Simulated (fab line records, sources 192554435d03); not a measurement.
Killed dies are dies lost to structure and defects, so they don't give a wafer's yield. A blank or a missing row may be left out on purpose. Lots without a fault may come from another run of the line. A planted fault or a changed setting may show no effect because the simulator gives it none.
fab line records | flow n5_finfet
record lots=24 wafers=72 last_day=17
route steps=1938 shown BEOL_M1@788
lots that met no fault: from a run of the same line without faults
start_h: hours from the record's first day to the start of the lot's first wafer shown | wait_h: hours since the lot's step before | " the same as in the row above | L1.1+2: a row that stands for several wafers | - no value, or no start given | * or withheld: withheld | < > ~ a bound
route shown NAME@n: a module of which the file shows steps, and the number in the route of the first | usual: mean/standard deviation of fault-free wafers | same: alike in all rows | chamber/n: place in a boat | sites: the reading at each site | _std_site: their standard deviation | _edge_site: outer sites' mean less inner sites' | radius_mm: how far each site lies from the wafer's centre | mask NAME#n: copy n | behind: the tool/chamber that last shaped the wafer | hold: why the lot was held/for how many hours/how that ended | device: the transistor (n, p or np) that didn't switch | end of line: the same wafers' tests at the end of the route | a step without rows: its recipe alone | killed: dies lost to structure and defects at the first sort, not the wafer's yield | map: a wafer's dies, x killed, . not, _ none there
set.NAME: the setting as run; set.NAME@STEP: as run at that earlier step | model.NAME: the simulator's own value behind a step, which no gauge read
steps of the route over a sample of lots; a table a step, a row a wafer
services: from which hour (start_h, from the record's first day; less than 0 if before it) a tool's chamber was out of use, for how many hours, and why
## steps
# step N5_BEOL_M1_INSPECT_30
# recipe mode=adi inspect_instrument=brightfield
# usual raw_defect_count=444/110
# columns lot.wafer tool chamber start_h wait_h raw_defect_count
L074.3 defect_inspect-01 - 124.28 0.0 253
L074.4 " - " " 313
L074.5 " - " " 383
L075.1 defect_inspect-02 - 130.37 0.1 595
L075.2 " - " " 503
L075.3 " - " " 604
L076.2 defect_inspect-01 - 135.47 0.0 558
L076.3 " - " " 492
L076.6 " - " " 330
L077.1 defect_inspect-01 - 139.60 0.1 316
L077.3 " - " " 534
L077.6 " - " " 402
L078.1 defect_inspect-02 - 146.32 0.1 345
L078.5 " - " " 453
L078.6 " - " " 395
L079.3 defect_inspect-02 - 151.11 0.0 411
L079.4 " - " " 510
L079.5 " - " " 493
L080.2 defect_inspect-01 - 154.29 0.0 403
L080.4 " - " " 442
L080.6 " - " " 342
L081.2 defect_inspect-01 - 162.40 0.0 369
L081.3 " - " " 479
L081.4 " - " " 662
L082.2 defect_inspect-01 - 180.31 0.0 535
L082.3 " - " " 479
L082.6 " - " " 451
L083.1 defect_inspect-02 - 181.26 0.1 470
L083.4 " - " " 508
L083.5 " - " " 444
L084.1 defect_inspect-01 - 182.75 0.1 439
L084.3 " - " " 343
L084.6 " - " " 310
L085.2 defect_inspect-02 - 188.71 0.0 517
L085.3 " - " " 571
L085.6 " - " " 612
L086.1 defect_inspect-01 - 202.51 0.1 597
L086.3 " - " " 584
L086.4 " - " " 571
L087.1 defect_inspect-01 - 204.37 0.1 727
L087.2 " - " " 903
L087.3 " - " " 510
L088.1 defect_inspect-02 - 205.16 0.1 450
L088.4 " - " " 411
L088.5 " - " " 532
L089.2 defect_inspect-01 - 215.60 0.0 385
L089.5 " - " " 267
L089.6 " - " " 379
L090.2 defect_inspect-01 - 222.91 0.0 578
L090.3 " - " " 385
L090.5 " - " " 377
L091.1 defect_inspect-01 - 225.67 0.1 396
L091.3 " - " " 395
L091.5 " - " " 462
L092.2 defect_inspect-01 - 233.36 0.0 388
L092.4 " - " " 316
L092.5 " - " " 336
L093.3 defect_inspect-01 - 238.67 0.0 220
L093.5 " - " " 391
L093.6 " - " " 239
L094.2 defect_inspect-02 - 243.52 0.0 473
L094.4 " - " " 426
L094.6 " - " " 411
L095.1 defect_inspect-01 - 249.34 0.1 342
L095.2 " - " " 314
L095.4 " - " " 404
L096.1 defect_inspect-02 - 255.48 0.1 414
L096.5 " - " " 548
L096.6 " - " " 401
L097.2 defect_inspect-01 - 260.12 0.0 610
L097.5 " - " " 591
L097.6 " - " " 503
# step N5_BEOL_M1_DESCUM_33
# recipe chemistry=O2 time_s=7 source_power_w=50 bias_power_w=20 pressure_mtorr=20 rf_frequency_hz=2.712e+07 temp_c=40 resist=CAR-EUV o2_flow_sccm=225
# usual drypump_motor_current_A=5.7/0.39 oes_product_au=0.81/0.089 rf_vpp_V=243.7/1.2 showerhead_plenum_p_Torr=2.13/0.046 throttle_valve_pct=20.30/0.25
# columns lot.wafer tool chamber start_h wait_h drypump_motor_current_A oes_product_au rf_hours_counter_h rf_vpp_V showerhead_plenum_p_Torr throttle_valve_pct
L074.3 rie_diel-01 3 124.52 0.2 6.2 0.67 244 241.2 2.06 20.34
L074.4 " 1 " " 5.7 0.89 41 245.3 2.23 20.43
L074.5 " 0 " " 5.6 0.69 - 241.0 2.06 20.45
L075.1 rie_diel-04 0 130.41 0.0 5.4 0.77 154 244.6 2.16 20.26
L075.2 " 3 " " 6.1 0.83 96 243.8 2.14 20.10
L075.3 " 1 " " 4.9 0.77 147 244.9 2.16 20.03
L076.2 rie_diel-01 3 135.50 0.0 6.2 0.66 247 241.8 2.06 20.33
L076.3 " 0 " " 5.6 0.70 225 243.3 2.06 20.48
L076.6 " 1 " " 5.7 0.87 - 245.0 2.23 20.45
L077.1 rie_diel-05 0 139.64 0.0 5.0 0.71 200 244.5 2.17 20.33
L077.3 " 3 " " 5.8 0.70 246 242.4 2.13 20.07
L077.6 " 0 " " 5.0 0.71 - 244.1 2.17 20.35
L078.1 rie_diel-05 3 146.36 0.0 5.8 0.71 248 244.9 2.13 20.05
L078.5 " 0 " " 5.0 0.72 - 243.8 2.17 20.34
L078.6 " 1 " " 5.6 0.90 - 244.2 2.14 20.23
L079.3 rie_diel-04 2 151.15 0.0 6.0 0.69 246 244.0 2.15 20.75
L079.4 " 1 " " 5.0 0.76 156 245.1 2.16 20.04
L079.5 " 0 " " 5.4 0.76 - 243.4 2.15 20.25
L080.2 rie_diel-04 0 154.32 0.0 5.4 0.76 162 245.0 2.15 20.25
L080.4 " 1 " " 4.9 0.76 156 244.6 2.16 20.05
L080.6 " 2 " " 6.0 0.68 - 243.5 2.15 20.76
L081.2 rie_diel-04 1 162.73 0.3 4.9 0.76 158 245.8 2.16 20.04
L081.3 " 3 " " 6.1 0.83 106 244.7 2.13 20.10
L081.4 " 0 " " 5.4 0.76 164 244.6 2.15 20.27
L082.2 rie_diel-01 3 180.34 0.0 6.2 0.94 4 241.7 2.06 20.04
L082.3 " 0 " " 5.6 0.69 241 243.1 2.05 20.46
L082.6 " 2 " " 5.8 0.89 - 242.1 2.08 20.78
L083.1 rie_diel-01 2 181.29 0.0 5.8 0.88 40 243.6 2.08 20.77
L083.4 " 0 " " 5.6 0.67 241 241.3 2.05 20.46
L083.5 " 3 " " 6.2 0.93 - 244.0 2.06 20.05
L084.1 rie_diel-01 1 182.79 0.0 5.7 0.86 61 245.8 2.22 20.47
L084.3 " 2 " " 5.8 0.89 41 241.7 2.08 20.78
L084.6 " 3 " " 6.2 0.94 - 242.1 2.06 20.03
L085.2 rie_diel-04 1 188.74 0.0 5.0 0.75 166 243.6 2.15 20.05
L085.3 " 0 " " 5.4 0.76 172 245.4 2.15 20.29
L085.6 " 0 " " 5.4 0.75 - 244.9 2.15 20.30
L086.1 rie_diel-04 1 202.54 0.0 5.0 0.74 171 243.5 2.15 20.05
L086.3 " 0 " " 5.4 0.75 178 244.8 2.15 20.31
L086.4 " 3 " " 6.1 0.82 121 243.0 2.13 20.13
L087.1 rie_diel-04 2 204.55 0.2 6.0 0.98 3 242.9 2.15 20.49
L087.2 " 0 " " 5.4 0.75 179 243.4 2.15 20.30
L087.3 " 1 " " 5.0 0.75 172 245.4 2.15 20.07
L088.1 rie_diel-04 1 205.19 0.0 4.9 0.74 172 244.8 2.15 20.07
L088.4 " 1 " " 4.9 0.74 - 245.6 2.15 20.08
L088.5 " 0 " " 5.4 0.74 - 244.1 2.15 20.30
L089.2 rie_diel-05 0 216.23 0.6 5.0 0.68 226 243.6 2.16 20.39
L089.5 " 1 " " 5.6 0.85 - 242.6 2.13 20.27
L089.6 " 0 " " 5.0 0.69 - 244.6 2.16 20.38
L090.2 rie_diel-01 3 222.94 0.0 6.1 0.92 12 243.7 2.06 20.06
L090.3 " 1 " " 5.7 0.85 69 245.0 2.22 20.48
L090.5 " 2 " " 5.8 0.87 - 242.0 2.07 20.79
L091.1 rie_diel-04 0 225.71 0.0 5.4 0.73 189 244.6 2.14 20.32
L091.3 " 1 " " 4.9 0.74 183 246.2 2.15 20.09
L091.5 " 1 " " 4.9 0.74 - 244.1 2.15 20.09
L092.2 rie_diel-05 1 233.39 0.0 5.6 0.84 61 245.2 2.13 20.27
L092.4 " 0 " " 5.0 0.68 230 244.5 2.16 20.38
L092.5 " 1 " " 5.6 0.84 - 243.4 2.13 20.27
L093.3 rie_diel-01 1 238.70 0.0 5.7 0.84 73 246.4 2.22 20.46
L093.5 " 2 " " 5.8 0.86 - 242.4 2.07 20.79
L093.6 " 3 " " 6.2 0.89 - 242.3 2.05 20.06
L094.2 rie_diel-04 0 244.19 0.7 5.4 0.74 194 244.6 2.14 20.33
L094.4 " 3 " " 6.1 0.81 131 244.1 2.12 20.16
L094.6 " 2 " " 6.0 0.93 - 244.1 2.14 20.52
L095.1 rie_diel-01 1 249.37 0.0 5.8 0.83 78 245.8 2.22 20.50
L095.2 " 3 " " 6.2 0.89 21 241.1 2.05 20.06
L095.4 " 2 " " 5.8 0.85 - 241.9 2.07 20.81
L096.1 rie_diel-04 0 255.52 0.0 5.4 0.73 197 244.2 2.14 20.33
L096.5 " 3 " " 6.1 0.80 - 243.4 2.12 20.16
L096.6 " 2 " " 6.0 0.93 - 242.2 2.14 20.52
L097.2 rie_diel-05 2 260.15 0.0 5.6 0.87 49 245.0 2.11 20.07
L097.5 " 2 " " 5.7 0.88 - 245.1 2.11 20.05
L097.6 " 3 " " 5.8 0.85 - 244.5 2.12 19.75
# step N5_BEOL_M1_ALD_98
# recipe material=SiO2 target_thk_a=25 temp_c=100 ald_precursor_family=BDEAS ald_co_reactant=O2-plasma pulse_time_s=1 co_reactant_pulse_time_s=1 purge_time_s=2 co_reactant_purge_time_s=2 ald_cycles=17 pressure_torr=2
# usual heater_power_w=75/8.8 precursor_pulse_height_rel=1.001/0.018
# same ald_cycles=17
# columns lot.wafer tool chamber start_h wait_h heater_power_w precursor_pulse_height_rel
L074.3 ald_sin-01 2 124.67 0.1 78 1.023
L074.4 " 1 " " 76 1.000
L074.5 " 0 " " 62 0.988
L075.1 ald_sin-02 0 131.02 0.5 82 0.997
L075.2 " 3 " " 105 0.998
L075.3 " 1 " " 68 1.000
L076.2 ald_sin-01 2 135.63 0.1 76 1.006
L076.3 " 3 " " 72 0.980
L076.6 " 2 " " 77 0.994
L077.1 ald_sin-01 3 139.77 0.1 73 0.964
L077.3 " 2 " " 76 0.999
L077.6 " 1 " " 77 1.013
L078.1 ald_sin-02 2 146.64 0.2 82 1.017
L078.5 " 1 " " 66 0.995
L078.6 " 2 " " 83 1.039
L079.3 ald_sin-02 3 151.28 0.1 102 0.993
L079.4 " 0 " " 81 0.992
L079.5 " 1 " " 67 1.009
L080.2 ald_sin-02 3 154.46 0.1 103 1.032
L080.4 " 2 " " 82 0.994
L080.6 " 2 " " 83 0.993
L081.2 ald_sin-03 0 162.90 0.1 81 0.991
L081.3 " 3 " " 82 1.016
L081.4 " 1 " " 69 1.019
L082.2 ald_sin-01 3 180.88 0.5 73 1.014
L082.3 " 1 " " 78 1.037
L082.6 " 0 " " 63 1.023
L083.1 ald_sin-01 3 183.15 1.8 73 1.012
L083.4 " 2 " " 79 0.985
L083.5 " 2 " " 79 0.995
L084.1 ald_sin-01 0 183.24 0.4 62 1.001
L084.3 " 1 " " 77 0.996
L084.6 " 1 " " 79 1.003
L085.2 ald_sin-01 2 188.96 0.1 77 0.996
L085.3 " 0 " " 62 1.013
L085.6 " 0 " " 62 1.013
L086.1 ald_sin-03 0 202.68 0.1 80 0.983
L086.3 " 3 " " 85 0.999
L086.4 " 2 " " 75 1.025
L087.1 ald_sin-03 0 204.69 0.1 78 0.999
L087.2 " 1 " " 66 0.968
L087.3 " 2 " " 74 0.996
L088.1 ald_sin-03 3 205.33 0.1 88 1.011
L088.4 " 0 " " 77 0.988
L088.5 " 2 " " 72 0.993
L089.2 ald_sin-01 2 216.37 0.1 79 1.011
L089.5 " 0 " " 62 0.997
L089.6 " 1 " " 76 1.043
L090.2 ald_sin-01 1 223.74 0.7 79 0.957
L090.3 " 0 " " 62 0.998
L090.5 " 3 " " 72 0.993
L091.1 ald_sin-02 0 225.84 0.1 83 0.969
L091.3 " 2 " " 79 1.007
L091.5 " 1 " " 68 1.012
L092.2 ald_sin-01 2 233.52 0.1 77 1.010
L092.4 " 3 " " 73 1.040
L092.5 " 0 " " 59 1.023
L093.3 ald_sin-03 1 238.84 0.1 66 0.995
L093.5 " 1 " " 68 0.980
L093.6 " 0 " " 79 1.015
L094.2 ald_sin-03 0 244.35 0.1 77 1.024
L094.4 " 2 " " 76 1.004
L094.6 " 2 " " 74 1.009
L095.1 ald_sin-01 1 249.51 0.1 78 0.978
L095.2 " 0 " " 62 1.021
L095.4 " 1 " " 81 1.038
L096.1 ald_sin-02 2 255.65 0.1 81 1.004
L096.5 " 0 " " 79 1.017
L096.6 " 1 " " 66 1.011
L097.2 ald_sin-01 2 260.45 0.2 78 1.023
L097.5 " 3 " " 73 0.988
L097.6 " 2 " " 76 1.010
# step N5_BEOL_M1_STRIP_97
# recipe chemistry=N2/H2 time_s=10 power_w=450 temp_c=40 pressure_mtorr=20 rf_frequency_hz=6e+07 bias_power_w=7 n2_flow_sccm=200 h2_flow_sccm=200
# usual drypump_motor_current_A=5.7/0.4 oes_product_au=0.82/0.085 rf_vpp_V=59.3/0.86 showerhead_plenum_p_Torr=2.57/0.071 throttle_valve_pct=23.4/0.35
# columns lot.wafer tool chamber start_h wait_h drypump_motor_current_A oes_product_au rf_hours_counter_h rf_vpp_V showerhead_plenum_p_Torr throttle_valve_pct
L074.3 rie_diel-04 0 - - 5.5 0.77 153 60.6 2.63 23.3
L074.4 " 1 " " 4.9 0.76 146 57.8 2.67 23.5
L074.5 " 2 " " 6.0 0.68 - 60.0 2.59 23.6
L075.1 rie_diel-04 2 - - 6.0 0.69 244 58.5 2.59 23.6
L075.2 " 1 " " 5.0 0.77 150 59.2 2.67 23.4
L075.3 " 3 " " 6.1 0.84 98 59.9 2.53 22.7
L076.2 rie_diel-05 3 - - 5.8 0.71 246 58.7 2.58 23.0
L076.3 " 0 " " 5.0 0.72 200 58.7 2.62 23.6
L076.6 " 2 " " 5.7 0.96 - 59.1 2.58 23.2
L077.1 rie_diel-04 0 - - 5.4 0.76 157 58.8 2.63 23.3
L077.3 " 3 " " 6.1 0.84 100 59.6 2.53 22.7
L077.6 " 1 " " 5.0 0.76 - 60.0 2.67 23.5
L078.1 rie_diel-04 1 - - 5.0 0.76 154 60.4 2.67 23.5
L078.5 " 1 " " 4.9 0.76 - 60.4 2.67 23.5
L078.6 " 2 " " 6.0 0.69 - 58.2 2.59 23.6
L079.3 rie_diel-01 0 - - 5.7 0.69 231 58.8 2.49 23.2
L079.4 " 0 " " 5.7 0.69 - 59.8 2.49 23.2
L079.5 " 2 " " 5.8 0.90 - 58.6 2.48 23.6
L080.2 rie_diel-04 2 - - 6.0 0.68 247 58.4 2.59 23.6
L080.4 " 3 " " 6.1 0.83 104 58.5 2.53 22.7
L080.6 " 2 " " 6.0 0.69 - 59.0 2.59 23.6
L081.2 rie_diel-05 0 - - 5.0 0.71 210 60.7 2.62 23.6
L081.3 " 1 " " 5.6 0.89 40 59.8 2.58 23.6
L081.4 " 1 " " 5.6 0.88 - 61.1 2.59 23.6
L082.2 rie_diel-04 1 - - 5.0 0.76 163 59.9 2.66 23.5
L082.3 " 3 " " 6.1 0.83 - 58.5 2.53 22.7
L082.6 " 3 " " 6.1 0.82 - 59.3 2.53 22.7
L083.1 rie_diel-04 0 - - 5.4 0.75 171 60.4 2.63 23.3
L083.4 " 1 " " 5.0 0.76 - 60.5 2.66 23.5
L083.5 " 0 " " 5.4 0.75 - 59.4 2.63 23.3
L084.1 rie_diel-05 1 - - 5.6 0.88 45 58.7 2.58 23.6
L084.3 " 3 " " 5.8 0.92 4 58.0 2.58 22.6
L084.6 " 2 " " 5.7 0.93 - 59.7 2.58 23.2
L085.2 rie_diel-01 3 - - 6.2 0.94 8 58.9 2.51 23.4
L085.3 " 1 " " 5.7 0.85 65 59.0 2.69 23.9
L085.6 " 3 " " 6.2 0.93 - 58.7 2.51 23.5
L086.1 rie_diel-01 3 - - 6.2 0.92 10 59.6 2.51 23.4
L086.3 " 2 " " 5.8 0.88 47 59.2 2.47 23.7
L086.4 " 1 " " 5.7 0.85 67 60.2 2.69 23.9
L088.1 rie_diel-05 1 - - 5.6 0.86 52 58.5 2.58 23.6
L088.4 " 2 " " 5.7 0.91 32 57.6 2.57 23.2
L088.5 " 0 " " 5.0 0.70 - 59.3 2.61 23.6
L087.1 rie_diel-04 0 - - 5.5 0.75 179 60.3 2.62 23.3
L087.2 " 1 " " 5.0 0.74 173 59.1 2.66 23.5
L087.3 " 2 " " 6.0 0.98 4 60.3 2.58 23.5
L089.2 rie_diel-04 2 - - 6.0 0.95 11 59.1 2.58 23.5
L089.5 " 0 " " 5.5 0.74 - 58.9 2.62 23.3
L089.6 " 3 " " 6.1 0.81 - 59.5 2.52 22.7
L090.2 rie_diel-01 2 - - 5.8 0.87 49 57.9 2.47 23.7
L090.3 " 3 " " 6.2 0.90 13 60.0 2.50 23.4
L090.5 " 0 " " 5.6 0.68 - 60.0 2.48 23.3
L091.1 rie_diel-01 1 - - 5.7 0.84 70 59.3 2.68 23.9
L091.3 " 0 " " 5.6 0.68 249 59.6 2.48 23.3
L091.5 " 0 " " 5.6 0.67 - 58.6 2.48 23.3
L092.2 rie_diel-01 1 - - 5.7 0.84 73 59.7 2.68 23.9
L092.4 " 2 " " 5.8 0.86 - 59.8 2.47 23.7
L092.5 " 3 " " 6.2 0.90 - 60.0 2.50 23.5
L093.3 rie_diel-04 2 - - 6.0 0.93 18 59.4 2.58 23.5
L093.5 " 3 " " 6.1 0.80 - 59.1 2.52 22.8
L093.6 " 2 " " 6.0 0.93 - 60.2 2.58 23.5
L094.2 rie_diel-04 2 - - 6.0 0.92 20 57.7 2.58 23.5
L094.4 " 1 " " 4.9 0.72 188 60.2 2.65 23.5
L094.6 " 2 " " 6.0 0.94 - 59.3 2.58 23.5
L095.1 rie_diel-01 2 - - 5.8 0.85 57 59.8 2.47 23.7
L095.2 " 3 " " 6.2 0.88 23 59.1 2.50 23.5
L095.4 " 0 " " 5.6 0.95 1 58.0 2.48 22.9
L096.1 rie_diel-01 0 - - 5.6 0.94 2 58.6 2.48 22.9
L096.5 " 1 " " 5.7 0.82 - 59.6 2.68 23.9
L096.6 " 0 " " 5.7 0.94 - 58.5 2.48 22.9
L097.2 rie_diel-01 1 - - 5.7 0.82 82 60.5 2.68 23.9
L097.5 " 3 " " 6.2 0.87 - 58.3 2.50 23.5
L097.6 " 2 " " 5.8 0.85 - 59.6 2.47 23.7
# step N5_BEOL_M1_SPUTTER_86
# recipe material=Cu target_thk_a=45 temp_c=-20 chamber_pressure_pa=0.07 power_w=withheld time_s=8.29
# usual chamber_pressure_pa=0.07/0.00014 throttle_valve_pct=29.6/0.65
# columns lot.wafer tool chamber start_h wait_h chamber_pressure_pa throttle_valve_pct
L074.3 pvd_sputter-01 - 127.92 0.1 0.07006 28.8
L074.4 " - " " 0.06997 29.3
L074.5 " - " " 0.07018 28.7
L075.1 pvd_sputter-02 - 139.17 0.1 0.06958 30.6
L075.2 " - " " 0.06994 30.0
L075.3 " - " " 0.07012 29.2
L076.2 pvd_sputter-01 - 140.06 0.1 0.06997 29.6
L076.3 " - " " 0.07014 29.6
L076.6 " - " " 0.06979 29.3
L077.1 pvd_sputter-03 - 144.26 0.1 0.06998 30.5
L077.3 " - " " 0.06993 29.2
L077.6 " - " " 0.06997 30.3
L078.1 pvd_sputter-01 - 150.89 0.1 0.07014 28.8
L078.5 " - " " 0.07016 29.1
L078.6 " - " " 0.06972 29.8
L079.3 pvd_sputter-03 - 154.32 0.1 0.06996 31.2
L079.4 " - " " 0.06981 29.3
L079.5 " - " " 0.06984 30.4
L080.2 pvd_sputter-01 - 158.20 0.1 0.06999 29.8
L080.4 " - " " 0.07 29.2
L080.6 " - " " 0.07018 29.6
L081.2 pvd_sputter-01 - 173.43 0.1 0.06997 29.8
L081.3 " - " " 0.06989 29.8
L081.4 " - " " 0.07008 28.8
L082.2 pvd_sputter-01 - 182.99 0.1 0.07005 29.2
L082.3 " - " " 0.07016 29.5
L082.6 " - " " 0.07025 29.5
L083.1 pvd_sputter-02 - 186.21 0.1 0.0701 30.3
L083.4 " - " " 0.06998 28.7
L083.5 " - " " 0.06971 29.7
L084.1 pvd_sputter-01 - 186.67 0.1 0.0698 29.5
L084.3 " - " " 0.07003 28.7
L084.6 " - " " 0.0699 29.7
L085.2 pvd_sputter-01 - 197.15 0.1 0.07022 29.2
L085.3 " - " " 0.06997 29.7
L085.6 " - " " 0.06989 29.6
L086.1 pvd_sputter-01 - 206.21 0.1 0.06992 28.9
L086.3 " - " " 0.06984 29.7
L086.4 " - " " 0.06983 28.9
L088.1 pvd_sputter-02 - 208.88 0.1 0.07005 29.7
L088.4 " - " " 0.07021 30.3
L088.5 " - " " 0.07016 28.5
L087.1 pvd_sputter-03 - 209.18 0.1 0.07012 29.4
L087.2 " - " " 0.07003 30.7
L087.3 " - " " 0.06992 30.2
L089.2 pvd_sputter-02 - 219.38 0.1 0.06998 28.7
L089.5 " - " " 0.06982 28.8
L089.6 " - " " 0.06985 30.5
L090.2 pvd_sputter-02 - 226.50 0.1 0.07003 29.7
L090.3 " - " " 0.06967 28.8
L090.5 " - " " 0.06985 29.5
L091.1 pvd_sputter-02 - 229.68 0.1 0.07013 28.7
L091.3 " - " " 0.07006 29.9
L091.5 " - " " 0.07002 28.5
L092.2 pvd_sputter-02 - 240.44 0.1 0.0702 30.0
L092.4 " - " " 0.0701 29.7
L092.5 " - " " 0.07006 29.9
L093.3 pvd_sputter-03 - 243.40 0.1 0.07023 30.4
L093.5 " - " " 0.06993 29.5
L093.6 " - " " 0.07004 30.4
L094.2 pvd_sputter-02 - 248.06 0.1 0.06998 29.9
L094.4 " - " " 0.06987 28.7
L094.6 " - " " 0.06981 29.1
L095.1 pvd_sputter-01 - 255.87 0.1 0.0699 29.6
L095.2 " - " " 0.07004 29.1
L095.4 " - " " 0.07022 28.7
L096.1 pvd_sputter-02 - 260.70 0.1 0.07006 28.4
L096.5 " - " " 0.06977 30.3
L096.6 " - " " 0.06996 29.4
L097.2 pvd_sputter-03 - 263.79 0.1 0.07002 30.3
L097.5 " - " " 0.06996 30.4
L097.6 " - " " 0.07006 29.3
# step N5_BEOL_M1_SPUTTER_94
# recipe material=Cu target_thk_a=45 temp_c=-20 chamber_pressure_pa=0.07 power_w=withheld time_s=8.29
# usual chamber_pressure_pa=0.07/0.00015 throttle_valve_pct=29.6/0.64
# columns lot.wafer tool chamber start_h wait_h chamber_pressure_pa throttle_valve_pct
L074.3 pvd_sputter-01 - 128.80 0.1 0.06993 28.9
L074.4 " - " " 0.06967 28.8
L074.5 " - " " 0.07002 28.9
L075.1 pvd_sputter-02 - 140.05 0.1 0.06986 30.4
L075.2 " - " " 0.07009 29.9
L075.3 " - " " 0.07009 29.5
L076.2 pvd_sputter-01 - 140.94 0.1 0.07008 29.4
L076.3 " - " " 0.06997 29.3
L076.6 " - " " 0.06976 29.2
L077.1 pvd_sputter-03 - 145.14 0.1 0.06994 30.5
L077.3 " - " " 0.06993 29.6
L077.6 " - " " 0.06984 30.4
L078.1 pvd_sputter-01 - 151.77 0.1 0.06989 28.8
L078.5 " - " " 0.06982 29.0
L078.6 " - " " 0.07033 29.7
L079.3 pvd_sputter-03 - 155.20 0.1 0.06989 31.1
L079.4 " - " " 0.07003 29.4
L079.5 " - " " 0.06988 30.5
L080.2 pvd_sputter-01 - 159.08 0.1 0.07028 29.3
L080.4 " - " " 0.07026 28.8
L080.6 " - " " 0.06971 29.7
L081.2 pvd_sputter-01 - 174.31 0.1 0.07022 29.7
L081.3 " - " " 0.07012 29.6
L081.4 " - " " 0.07003 28.7
L082.2 pvd_sputter-01 - 183.87 0.1 0.07018 28.8
L082.3 " - " " 0.07006 29.5
L082.6 " - " " 0.07012 29.5
L083.1 pvd_sputter-02 - 187.09 0.1 0.07018 30.4
L083.4 " - " " 0.06989 28.6
L083.5 " - " " 0.06988 29.4
L084.1 pvd_sputter-01 - 187.55 0.1 0.06986 29.6
L084.3 " - " " 0.07008 28.9
L084.6 " - " " 0.06988 29.7
L085.2 pvd_sputter-01 - 198.03 0.1 0.07015 29.3
L085.3 " - " " 0.06997 29.8
L085.6 " - " " 0.07007 29.5
L086.1 pvd_sputter-01 - 207.09 0.1 0.06974 28.9
L086.3 " - " " 0.06989 29.7
L086.4 " - " " 0.06994 29.0
L088.1 pvd_sputter-02 - 209.76 0.1 0.0698 29.8
L088.4 " - " " 0.07002 30.3
L088.5 " - " " 0.07003 28.7
L087.1 pvd_sputter-03 - 210.06 0.1 0.07015 29.5
L087.2 " - " " 0.0701 30.4
L087.3 " - " " 0.07011 30.2
L089.2 pvd_sputter-02 - 220.26 0.1 0.07016 28.7
L089.5 " - " " 0.07021 28.8
L089.6 " - " " 0.07007 30.4
L090.2 pvd_sputter-02 - 227.38 0.1 0.06992 30.2
L090.3 " - " " 0.07011 28.5
L090.5 " - " " 0.06977 29.7
L091.1 pvd_sputter-02 - 230.56 0.1 0.06993 28.5
L091.3 " - " " 0.0699 30.0
L091.5 " - " " 0.06963 28.7
L092.2 pvd_sputter-02 - 241.32 0.1 0.07013 29.9
L092.4 " - " " 0.07006 29.6
L092.5 " - " " 0.06995 29.7
L093.3 pvd_sputter-03 - 244.28 0.1 0.07028 30.4
L093.5 " - " " 0.06995 29.4
L093.6 " - " " 0.07016 30.1
L094.2 pvd_sputter-02 - 248.94 0.1 0.06989 29.8
L094.4 " - " " 0.0699 28.7
L094.6 " - " " 0.06976 29.6
L095.1 pvd_sputter-01 - 256.75 0.1 0.06998 29.4
L095.2 " - " " 0.06992 28.8
L095.4 " - " " 0.06993 29.1
L096.1 pvd_sputter-02 - 261.58 0.1 0.06977 28.6
L096.5 " - " " 0.06997 30.3
L096.6 " - " " 0.06998 29.3
L097.2 pvd_sputter-03 - 264.67 0.1 0.07009 30.1
L097.5 " - " " 0.06992 30.5
L097.6 " - " " 0.0701 29.5
## services
# columns tool chamber start_h hours kind
rie_diel-01 - 100.88 0.9 repair
ald_sin-03 2 111.45 3.5 repair
pvd_sputter-01 - 131.36 1.3 repair
rie_diel-04 0 135.51 2.6 repair
rie_diel-04 2 137.67 9.0 repair
rie_diel-05 3 154.00 3.5 repair
ald_sin-02 3 155.95 8.6 repair
rie_diel-04 - 156.29 1.1 repair
rie_diel-04 2 166.11 - clean
rie_diel-04 2 166.11 - consumable_replace:focus_ring
rie_diel-04 2 166.11 30.5 scheduled_down
rie_diel-04 2 166.11 30.5 vent_cycle
ald_sin-02 3 167.12 5.0 repair
rie_diel-04 1 173.36 6.0 repair
ald_sin-03 - 176.92 14.0 pm
rie_diel-05 - 200.69 1.2 repair
rie_diel-04 3 204.29 12.3 repair
rie_diel-01 - 205.20 14.6 pm
ald_sin-01 - 222.70 1.0 repair
ald_sin-02 3 225.72 5.2 repair
rie_diel-05 0 231.27 1.3 repair
ald_sin-01 - 240.32 6.0 pm
rie_diel-01 2 241.99 4.6 repair
ald_sin-01 3 247.66 6.7 repair
## key
fault none
